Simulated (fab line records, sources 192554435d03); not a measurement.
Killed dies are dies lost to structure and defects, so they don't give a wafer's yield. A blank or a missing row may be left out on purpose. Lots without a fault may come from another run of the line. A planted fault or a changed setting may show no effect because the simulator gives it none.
fab line records | flow n5_finfet
record lots=4 wafers=12 last_day=20
route steps=1938 shown SD_EPI_N@290 SD_EPI_P@295 BEOL_M4@1111 PASSIVATION@1936
lots that met no fault: from a run of the same line without faults
start_h: hours from the record's first day to the start of the lot's first wafer shown | wait_h: hours since the lot's step before | " the same as in the row above | L1.1+2: a row that stands for several wafers | - no value, or no start given | * or withheld: withheld | < > ~ a bound
route shown NAME@n: a module of which the file shows steps, and the number in the route of the first | usual: mean/standard deviation of fault-free wafers | same: alike in all rows | chamber/n: place in a boat | sites: the reading at each site | _std_site: their standard deviation | _edge_site: outer sites' mean less inner sites' | radius_mm: how far each site lies from the wafer's centre | mask NAME#n: copy n | behind: the tool/chamber that last shaped the wafer | hold: why the lot was held/for how many hours/how that ended | device: the transistor (n, p or np) that didn't switch | end of line: the same wafers' tests at the end of the route | a step without rows: its recipe alone | killed: dies lost to structure and defects at the first sort, not the wafer's yield | map: a wafer's dies, x killed, . not, _ none there
set.NAME: the setting as run; set.NAME@STEP: as run at that earlier step | model.NAME: the simulator's own value behind a step, which no gauge read
lots at some steps of the route; a table a step, a row a wafer
services: from which hour (start_h, from the record's first day; less than 0 if before it) a tool's chamber was out of use, for how many hours, and why
## steps
# step N5_SD_EPI_N_PRECLEAN_24
# recipe chemistry=O3/DIW time_s=60 temp_c=22 o3_ppm=10
# step N5_SD_EPI_N_SRD_25
# recipe time_s=30 temp_c=23 rinse_liquid=diw dry=ipa_marangoni
# step N5_SD_EPI_N_PRECLEAN_49
# recipe chemistry=NF3:NH3 afs_cycles=1 temp_c=30 time_s=20 sublimation_temp_c=180 sublimation_time_s=60 pressure_torr=3 rf_power_w=30
# step N5_SD_EPI_N_LINER_46
# recipe material=SiNx target_thk_a=30 temp_c=400 ald_precursor_family=SiH2I2 ald_co_reactant=N2/H2-plasma pressure_torr=2
# step N5_SD_EPI_P_COAT_34
# recipe resist=SOC temp_c=250 time_s=60 spin_rpm=1500 resist_thk_nm=350
# step N5_SD_EPI_P_COAT_35
# recipe resist=SiARC temp_c=220 time_s=60 spin_rpm=1500 resist_thk_nm=35
# step N5_SD_EPI_P_COAT_03
# recipe resist=CAR-ArF-block spin_rpm=1500 resist_thk_nm=150
# step N5_SD_EPI_P_EBR_05
# recipe solvent=PGMEA ebr_width_mm=1.5
# step N5_SD_EPI_P_SOFTBAKE_04
# recipe temp_c=110 time_s=60 resist=CAR-ArF-block
# step N5_SD_EPI_P_EXPOSE_06
# recipe mask_id=SD_P_BLK na=1.35 source_shape=conventional sigma_outer=0.8 polarization=unpolarized target_cd_nm=240 dose_mj=39.5
# step N5_SD_EPI_P_PEB_07
# recipe peb_temp_c=110 peb_time_s=60 resist=CAR-ArF-block
# usual heater_power_total_W=175.2/1.7
# columns lot.wafer tool chamber start_h wait_h heater_power_total_W
L596.2 litho_track-02 0 124.34 0.0 176.4
L596.4 " 0 " " 173.6
L596.5 " 0 " " 173.9
L602.1 litho_track-02 0 155.62 0.1 232.0
L602.2 " 0 " " 239.0
L602.6 " 0 " " 234.1
L603.2 litho_track-02 0 162.58 0.0 233.5
L603.4 " 0 " " 232.0
L603.5 " 0 " " 236.0
L608.1 litho_track-01 0 191.36 0.1 173.2
L608.2 " 0 " " 173.7
L608.4 " 0 " " 174.1
# step N5_SD_EPI_P_DEVELOP_08
# recipe develop_time_s=30 developer=TMAH resist=CAR-ArF-block dev_temp_c=23 rinse_liquid=diw dry=air_spin
# step N5_SD_EPI_P_CD_MEAS_09
# recipe target_cd_nm=240 landing_energy_ev=500 detector=se_inlens
# usual cd_nm=240.5/0.83
# columns lot.wafer tool chamber start_h wait_h cd_nm
L596.2 cd_sem-01 0 124.40 - 239.8
L596.4 " 0 " " 240.6
L596.5 " 0 " " 241.4
L602.1 cd_sem-03 0 155.69 - 222.0
L602.2 " 0 " " 222.0
L602.6 " 0 " " 221.9
L603.2 cd_sem-01 0 162.65 - 222.7
L603.4 " 0 " " 221.5
L603.5 " 0 " " 221.0
L608.1 cd_sem-01 0 191.42 - 241.4
L608.2 " 0 " " 240.4
L608.4 " 0 " " 240.2
# step N5_SD_EPI_P_DESCUM_14
# recipe chemistry=O2 time_s=7.9 source_power_w=50 bias_power_w=20 pressure_mtorr=20 rf_frequency_hz=2.712e+07 temp_c=40 resist=CAR-ArF-block o2_flow_sccm=225
# usual bias_power_w=20.00/0.065 drypump_motor_current_A=5.6/0.5 oes_product_au=0.80/0.086 rf_vpp_V=243.3/1.4 showerhead_plenum_p_Torr=2.11/0.075 throttle_valve_pct=20.50/0.22
# columns lot.wafer tool chamber start_h wait_h bias_power_w drypump_motor_current_A oes_product_au rf_hours_counter_h rf_vpp_V showerhead_plenum_p_Torr throttle_valve_pct model.SD_EPI_P.cd_nm
L596.2 rie_diel-04 2 124.49 0.0 20.00 5.5 0.79 114 242.4 2.00 20.13 239.8
L596.4 " 0 " " 19.98 5.8 0.72 202 243.1 2.06 20.58 240.4
L596.5 " 0 " " 20.00 5.8 0.72 - 241.9 2.06 20.58 241.4
L602.1 rie_diel-01 2 155.96 0.2 20.02 5.1 0.86 41 242.6 2.14 20.28 222.4
L602.2 " 3 " " 20.10 6.3 0.93 24 242.4 2.03 20.20 222.2
L602.6 " 0 " " 19.96 6.1 0.71 - 244.4 2.14 20.76 222
L603.2 rie_diel-05 2 162.73 0.0 20.07 5.5 0.78 134 241.1 2.03 20.63 222.6
L603.4 " 0 " " 19.98 4.7 0.72 188 244.0 2.18 20.70 222
L603.5 " 1 " " 20.02 5.9 0.90 - 245.6 2.23 20.73 221.2
L608.1 rie_diel-01 0 191.51 0.0 20.01 6.1 0.70 248 244.7 2.13 20.76 241.6
L608.2 " 2 " " 19.93 5.1 0.85 50 241.9 2.14 20.30 240.4
L608.4 " 1 " " 19.88 6.2 0.72 204 242.3 2.18 20.55 239.8
# step N5_SD_EPI_P_ETCH_36
# recipe chemistry=CF4 target=SiARC target_depth_a=455 mask_material=CAR-ArF-block time_s=75.8 ion_energy_ev=80 pressure_mtorr=40 source_w=545 bias_w=36 Ar_flow_sccm=100 cf4_flow_sccm=100 ends=cleared
# step N5_SD_EPI_P_ETCH_37
# recipe chemistry=N2/H2 target=SOC overetch_a=1080 mask_material=SiARC temp_c=40 ion_energy_ev=100 source_w=3000 bias_w=133 pressure_mtorr=20 time_s=486 n2_flow_sccm=200 h2_flow_sccm=200 ends=end_point
# step N5_SD_EPI_P_STRIP_38
# recipe chemistry=N2/H2 temp_c=40 n2_flow_sccm=200 h2_flow_sccm=200 rf_frequency_hz=6e+07
# step N5_SD_EPI_P_ETCHBACK_46
# recipe chemistry=CH3F/O2 mode=anisotropic_etchback target=SiNx target_depth_a=175 stop_on=SiO2 over_etch_frac=0.3 ion_energy_ev=120 pressure_mtorr=30 source_w=395 bias_w=73 Ar_flow_sccm=150 CH3F_flow_sccm=30 O2_flow_sccm=20
# step N5_SD_EPI_P_ETCH_47
# recipe chemistry=CH3F/O2 target=SiOCN target_depth_a=250 mask_material=SOC ion_energy_ev=60 bias_w=29 pressure_mtorr=30 source_w=410 Ar_flow_sccm=150 CH3F_flow_sccm=30 O2_flow_sccm=20
# step N5_SD_EPI_P_ETCH_16
# recipe chemistry=CHF3/O2 target=SiO2 target_depth_a=50 mask_material=SOC pressure_mtorr=30 source_w=650 bias_w=170 Ar_flow_sccm=200 CHF3_flow_sccm=50 O2_flow_sccm=5 ion_energy_ev=200
# step N5_SD_EPI_P_STRIP_50
# recipe chemistry=CHF3/O2 resist=SiARC rf_frequency_hz=6e+07
# step N5_SD_EPI_P_SD_RECESS_17
# recipe chemistry=HBr/Cl2/O2 target_depth_a=391 bt_time_s=3 pressure_mtorr=10 icp_w=800 bias_w=112 HBr_flow_sccm=150 Cl2_flow_sccm=80 O2_flow_sccm=12
# usual drypump_motor_current_A=5.8/0.36 oes_product_au=1.000/0.016 throttle_valve_pct=37.05/0.27
# columns lot.wafer tool chamber start_h wait_h drypump_motor_current_A oes_product_au rf_hours_counter_h throttle_valve_pct model.SD_EPI_P.cd_nm
L596.2 rie_si-04 0 125.18 0.0 6.0 1.007 6 37.27 238.4
L596.4 " 3 " " 5.8 1.020 124 36.97 237.8
L596.5 " 0 " " 6.0 1.006 - 37.27 239.2
L602.1 rie_si-04 2 156.65 0.0 5.3 0.970 163 37.07 221.8
L602.2 " 1 " " 5.8 1.001 73 37.61 222.2
L602.6 " 1 " " 5.8 0.996 - 37.63 222.8
L603.2 rie_si-04 1 163.43 0.0 5.8 1.006 74 37.63 222.2
L603.4 " 3 " " 5.7 1.019 124 36.97 219.8
L603.5 " 0 " " 5.9 1.001 - 37.27 223
L608.1 rie_si-03 2 192.20 0.0 5.8 1.026 56 36.68 241.6
L608.2 " 3 " " 5.8 1.017 167 36.73 240.8
L608.4 " 0 " " 6.3 1.020 65 36.82 240.2
# step N5_SD_EPI_P_WET_ETCH_45
# recipe chemistry=dHF dilution=withheld time_s=10.7 target=SiO2 target_depth_a=20 temp_c=25 dry=ipa_marangoni rinse_time_s=30 rinse_temp_c=23
# step N5_BEOL_M4_RC_MEAS_101
# usual DIBL_N=36.3/1.6 DIBL_P=36.4/2.1 IOFF_N=0.16/0.032 IOFF_P=0.22/0.044 ION_N=675/12 ION_P=463/8.3 SS_N=71.6/0.64 SS_P=73.3/0.67 VT_N=250/3.3 VT_P=-250/3.7
# columns lot.wafer tool chamber start_h wait_h DIBL_N[mV/V] DIBL_P[mV/V] IOFF_N[nA/um] IOFF_P[nA/um] ION_N[uA/um] ION_P[uA/um] SS_N[mV/dec] SS_P[mV/dec] VT_N[mV] VT_P[mV]
L596.2 prober-02 0 287.15 0.2 33.6 32.0 0.12 0.19 662 463 70.6 72.5 254 -250
L596.4 " 0 " " 34.8 35.0 0.15 0.23 677 465 71.1 72.6 249 -247
L596.5 " 0 " " 35.6 34.6 0.15 0.22 671 462 71.6 73.3 251 -247
L602.1 prober-01 0 308.42 0.0 37.5 36.8 0.18 0.23 678 454 72.7 74.0 249 -249
L602.2 " 0 " " 37.8 36.5 0.19 0.23 686 465 71.9 73.8 247 -249
L602.6 " 0 " " 40.3 39.5 0.25 0.28 691 457 72.7 74.4 246 -247
L603.2 prober-02 0 323.63 0.2 38.0 39.4 0.20 0.27 691 474 71.1 73.8 243 -245
L603.4 " 0 " " 36.5 36.9 0.16 0.23 666 464 72.3 73.1 247 -246
L603.5 " 0 " " 35.3 35.1 0.13 0.19 668 464 71.1 73.3 255 -249
L608.1 prober-01 0 381.10 0.0 36.1 35.0 0.16 0.21 677 464 72.1 72.6 251 -249
L608.2 " 0 " " 37.0 36.6 0.17 0.23 676 468 72.2 73.1 249 -247
L608.4 " 0 " " 36.2 36.2 0.16 0.23 686 473 71.7 72.7 248 -250
# step N5_PASSIVATION_PROBE_49
# usual defect_limited_yield=91.4/1.2 killed_at_M0_to_M3=35/11 killed_at_M4_up=14/6 killed_at_contacts=12/6.7 killed_at_front_end=37/9.7 killed_at_other=3.5/2.5 killed_dies=102/15 killed_open=67/12 killed_short=33/7.3 sort_bin_5_function=5.1/0.81 sort_bin_6_memory=3.2/0.65 sort_n_pass=1078/15 sort_yield_pct=91.4/1.2
# same gross_dies=1180 killed_at_back_side=0 sort_bin_4_leakage[%]=0 sort_bin_8_speed[%]=0
# columns lot.wafer tool chamber start_h wait_h defect_limited_yield[%] killed_at_M0_to_M3 killed_at_M4_up killed_at_contacts killed_at_front_end killed_at_other killed_dies killed_open killed_short sort_bin_5_function[%] sort_bin_6_memory[%] sort_n_pass sort_yield_pct[%]
L596.2 prober-01 - 396.91 0.1 92.2 42 20 8 21 1 92 66 26 4.4 3.1 1088 92.2
L596.4 prober-01 - 397.01 0.2 89.8 47 20 16 34 3 120 87 32 5.8 3.9 1060 89.8
L596.5 prober-01 - 397.06 0.2 88.6 32 34 14 46 9 135 97 36 6.1 4.9 1045 88.6
L602.1 prober-01 - 414.70 0.0 89.4 48 14 12 49 2 125 80 35 5.8 3.8 1055 89.4
L602.2 prober-01 - 414.75 0.1 91.3 33 13 20 33 4 103 65 37 4.7 3.7 1077 91.3
L602.6 prober-01 - 414.95 0.3 90.8 44 12 12 38 2 108 70 36 5.2 3.4 1072 90.8
L603.2 prober-02 - 425.81 0.1 92.5 32 13 18 22 3 88 56 29 4.9 2.2 1092 92.5
L603.4 prober-02 - 425.91 0.2 90.8 29 17 26 32 4 108 69 37 5.3 3.3 1072 90.8
L603.5 prober-02 - 425.96 0.2 93.3 35 9 7 21 7 79 56 22 4.2 2.2 1101 93.3
L608.1 prober-02 - 475.95 0.0 91.8 25 13 16 39 4 97 57 35 4.7 3.2 1083 91.8
L608.2 prober-02 - 476.00 0.1 90.0 37 18 25 35 3 118 71 44 5.8 4.0 1062 90.0
L608.4 prober-02 - 476.10 0.2 88.6 50 18 30 33 4 135 91 41 6.4 4.9 1045 88.6
# killed by level:class
L596.2 BEOL_M4:geometric_particle:open=14 BEOL_M0_SAQP:geometric_particle:open=11 BEOL_M0_SAQP:geometric_particle:short=10 BEOL_M2:geometric_particle:open=8 BEOL_M3:geometric_particle:open=8 MOL_CONTACT_COAG:geometric_particle:open=7 FIN_SAQP:geometric_particle:open=4 BEOL_M1:geometric_particle:open=4
L596.4 BEOL_M0_SAQP:geometric_particle:open=25 BEOL_M4:geometric_particle:open=14 MOL_CONTACT_COAG:geometric_particle:open=13 BEOL_M0_SAQP:geometric_particle:short=10 DUMMY_GATE:geometric_particle:open=9 FIN_SAQP:geometric_particle:open=6 GATE_CUT:geometric_particle:short=5 BEOL_M2:geometric_particle:open=4
L596.5 BEOL_M4:geometric_particle:open=14 MOL_CONTACT_COAG:geometric_particle:open=13 FIN_SAQP:geometric_particle:open=10 BEOL_M0_SAQP:geometric_particle:open=8 BEOL_M2:geometric_particle:open=8 PAD_METAL:geometric_particle:open=8 BEOL_M0_SAQP:geometric_particle:short=6 BEOL_M4:geometric_particle:short=5
L602.1 BEOL_M0_SAQP:geometric_particle:open=14 BEOL_M3:geometric_particle:open=14 STI_FIN_REVEAL:geometric_particle:open=13 FIN_SAQP:geometric_particle:short=12 BEOL_M0_SAQP:geometric_particle:short=11 BEOL_M4:geometric_particle:open=10 MOL_CONTACT_COAG:geometric_particle:open=9 HKMG_FIN:area_etch=8
L602.2 MOL_CONTACT_COAG:geometric_particle:open=16 BEOL_M4:geometric_particle:open=11 BEOL_M0_SAQP:geometric_particle:open=10 BEOL_M0_SAQP:geometric_particle:short=8 STI_FIN_REVEAL:geometric_particle:open=7 FIN_SAQP:geometric_particle:short=6 FIN_SAQP:geometric_particle:open=4 GATE_CUT:geometric_particle:short=4
L602.6 BEOL_M0_SAQP:geometric_particle:short=12 FIN_SAQP:geometric_particle:open=11 MOL_CONTACT_COAG:geometric_particle:open=11 FIN_SAQP:geometric_particle:short=10 BEOL_M0_SAQP:geometric_particle:open=10 BEOL_M2:geometric_particle:open=9 BEOL_M4:geometric_particle:open=7 BEOL_M3:geometric_particle:open=7
L603.2 MOL_CONTACT_COAG:geometric_particle:open=14 BEOL_M2:geometric_particle:open=7 BEOL_M0_SAQP:geometric_particle:open=6 FIN_SAQP:geometric_particle:short=4 MOL_CONTACT_COAG:geometric_particle:short=4 BEOL_M0_SAQP:geometric_particle:short=4 BEOL_M1:geometric_particle:open=4 BEOL_M1:geometric_particle:short=4
L603.4 MOL_CONTACT_COAG:geometric_particle:open=21 BEOL_M0_SAQP:geometric_particle:short=15 BEOL_M4:geometric_particle:open=11 BEOL_M0_SAQP:geometric_particle:open=8 FIN_SAQP:geometric_particle:open=7 FIN_SAQP:geometric_particle:short=7 DUMMY_GATE:geometric_particle:open=6 MOL_CONTACT_COAG:geometric_particle:short=5
L603.5 BEOL_M3:geometric_particle:open=9 MOL_CONTACT_COAG:geometric_particle:open=6 BEOL_M2:geometric_particle:open=6 BEOL_M0_SAQP:geometric_particle:open=5 BEOL_M1:geometric_particle:open=4 BEOL_M4:geometric_particle:open=4 FIN_SAQP:geometric_particle:open=3 GATE_CUT:geometric_particle:open=3
L608.1 MOL_CONTACT_COAG:geometric_particle:open=12 FIN_SAQP:geometric_particle:short=11 STI_FIN_REVEAL:geometric_particle:open=8 FIN_SAQP:geometric_particle:open=6 BEOL_M0:geometric_particle:short=5 BEOL_M3:geometric_particle:open=5 MOL_CONTACT_COAG:geometric_particle:short=4 BEOL_M4:geometric_particle:open=4
L608.2 MOL_CONTACT_COAG:geometric_particle:open=17 BEOL_M2:geometric_particle:open=9 MOL_CONTACT_COAG:geometric_particle:short=8 BEOL_M4:geometric_particle:open=7 FIN_SAQP:geometric_particle:open=6 STI_FIN_REVEAL:geometric_particle:open=6 BEOL_M0_SAQP:geometric_particle:short=6 BEOL_M1:geometric_particle:open=6
L608.4 MOL_CONTACT_COAG:geometric_particle:open=24 BEOL_M1:geometric_particle:open=15 BEOL_M2:geometric_particle:open=11 FIN_SAQP:geometric_particle:short=9 BEOL_M0:geometric_particle:short=8 MOL_CONTACT_COAG:geometric_particle:short=6 BEOL_M4:geometric_particle:open=6 BEOL_M0:geometric_particle:open=5
## services
# columns tool chamber start_h hours kind
rie_diel-04 2 105.37 13.3 repair
rie_diel-01 0 117.38 36.7 repair
litho_track-02 - 157.06 - consumable_replace:filter
rie_diel-01 3 160.50 4.9 repair
## key
first_sign step=N5_SD_EPI_P_PEB_07 reading=heater_power_total_W direction=up sigmas=36 usual=* struck=*
effect step=N5_SD_EPI_P_CD_MEAS_09 reading=cd_nm direction=down sigmas=22 usual=240.5 struck=221.9
model_effect step=N5_SD_EPI_P_DESCUM_14 value=SD_EPI_P.cd_nm without=240.9 struck=222.1
model_effect step=N5_SD_EPI_P_SD_RECESS_17 value=SD_EPI_P.cd_nm without=240.6 struck=221.8
met_at N5_SD_EPI_P_PEB_07
struck_wafers L602.1,L602.2,L602.6,L603.2,L603.4,L603.5
onset_between 124.34 155.62
fault kind=process_parameter_drift tool=litho_track-02 chamber=- onset_h=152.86 steps=N5_SD_EPI_P_PEB_07 channel=peb_time_s offset=* shape=step end_h=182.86 acts_in=* stated=*
